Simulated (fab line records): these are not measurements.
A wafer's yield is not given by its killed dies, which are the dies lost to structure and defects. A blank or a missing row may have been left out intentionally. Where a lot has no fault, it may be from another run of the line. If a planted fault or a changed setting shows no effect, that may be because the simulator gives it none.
Split-lot trial | flow n5 finfet | 21 wafers read across 7 lots, on a route 1938 steps long

== ABOUT THE SPLIT ==
At N5_BEOL_M9_ETCH_66 (etches SOC in N2/H2, target depth 80 nm, overetch 16 nm, time 120 s), the setting time s was moved away from the recipe's 120 s on 6 of the 21 wafers read, by -21.3% to +18.8%. The other wafers ran this setting at the recipe's value.

The reading is taken at the split's own step.

== THE READING ==
SiARC_of_BEOL_M9_COAT_64.thk nm (the simulator's own value, which no gauge read), in nm, at N5_BEOL_M9_ETCH_66 (etches SOC in N2/H2, target depth 80 nm, overetch 16 nm, time 120 s). There is no usual value for it anywhere in the file. Average 6.4 nm, standard deviation 0.12 nm, over the 15 wafers here run with the recipe.

wafer  | tool, chamber at the split | time s as run, s | against the recipe | SiARC_of_BEOL_M9_COAT_64.thk nm, nm | against lot-mates on the recipe
L074.1 | rie diel-02, 1,0           | 120              | recipe             | 6.4                                 | -
L074.5 | rie diel-02, 1,0           | 120              | recipe             | 6.4                                 | -
L074.6 | rie diel-02, 3             | 120              | recipe             | 6.2                                 | -
L077.1 | rie diel-06, 1             | 142.6            | +18.8%             | 5.4                                 | -1.2
L077.2 | rie diel-06, 0             | 142.6            | +18.8%             | 5.6                                 | -1.0
L077.3 | rie diel-06, 3             | 120              | recipe             | 6.6                                 | -
L082.1 | rie diel-06, 3             | 120              | recipe             | 6.6                                 | -
L082.4 | rie diel-06, 2             | 120              | recipe             | 6.4                                 | -
L082.5 | rie diel-06, 2             | 120              | recipe             | 6.4                                 | -
L083.3 | rie diel-03, 1,2           | 120              | recipe             | 6.6                                 | -
L083.6 | rie diel-03, 1,2           | 120              | recipe             | 6.6                                 | -
L083.4 | rie diel-03, 2             | 141.1            | +17.6%             | 5.6                                 | -1.0
L091.1 | rie diel-02, 3             | 120              | recipe             | 6.2                                 | -
L091.2 | rie diel-02, 1,2           | 120              | recipe             | 6.4                                 | -
L091.4 | rie diel-02, 1,2           | 120              | recipe             | 6.4                                 | -
L092.2 | rie diel-03, 0             | 120              | recipe             | 6.4                                 | -
L092.5 | rie diel-03, 0             | 94.5             | -21.3%             | 7.6                                 | +1.2
L092.6 | rie diel-03, 3             | 94.5             | -21.3%             | 7.4                                 | +1.0
L094.1 | rie diel-02, 3             | 101.7            | -15.2%             | 7.2                                 | +0.8
L094.3 | rie diel-02, 2,0           | 120              | recipe             | 6.4                                 | -
L094.5 | rie diel-02, 2,0           | 120              | recipe             | 6.4                                 | -
Where a row lists several chambers, the file gives one row for several wafers and doesn't say which wafer went through which chamber.

FIT RESULTS
A straight line over all 21 wafers: SiARC_of_BEOL_M9_COAT_64.thk nm changes by -0.0496 nm for each +1% of time s; r = -0.98; the points scatter about the line by 0.12 nm.
The same after taking each lot's own level away (the mean of its wafers on the recipe; 21 wafers): -0.0548 nm for each +1%; r = -0.99; scatter 0.084 nm.
That fit puts the effect of the largest move of time s on the reading at 1.2 nm.
From 6.33 to 6.60 nm: that is the span of the lots' own levels, equal to 2.2 times the standard deviation above.
So the lot-to-lot level changes the slope little: the two slopes agree.
Check: +1.13 nm against its lot-mates is what the line predicts for one of the wafers moved furthest among these (-21.3%) when that wafer is left out of the fit. It came out at +1.2 nm against them.

== OTHER SPLITS ON THESE WAFERS ==
Other splits were also applied to these wafers ahead of the reading. Each is held against what the fit with the lots' levels taken away leaves over:
other split on the same wafers    | wafers away from the commonest value | r with SiARC_of_BEOL_M9_COAT_64.thk nm (lot level and that fit taken away)
N5_BEOL_M8_COAT_71 spin rpm       | 9                                    | -0.19
N5_BEOL_M9_HM_DEP_02 target thk a | 10                                   | -0.08
N5_BEOL_M9_COAT_05 spin rpm       | 6                                    | +0.01
N5_BEOL_M9_COAT_22 spin rpm       | 8                                    | -0.15

== FILE'S OWN FIT ==
SiARC_of_BEOL_M9_COAT_64.thk nm changes by -0.0548 nm for each +1% of time s, r = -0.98.
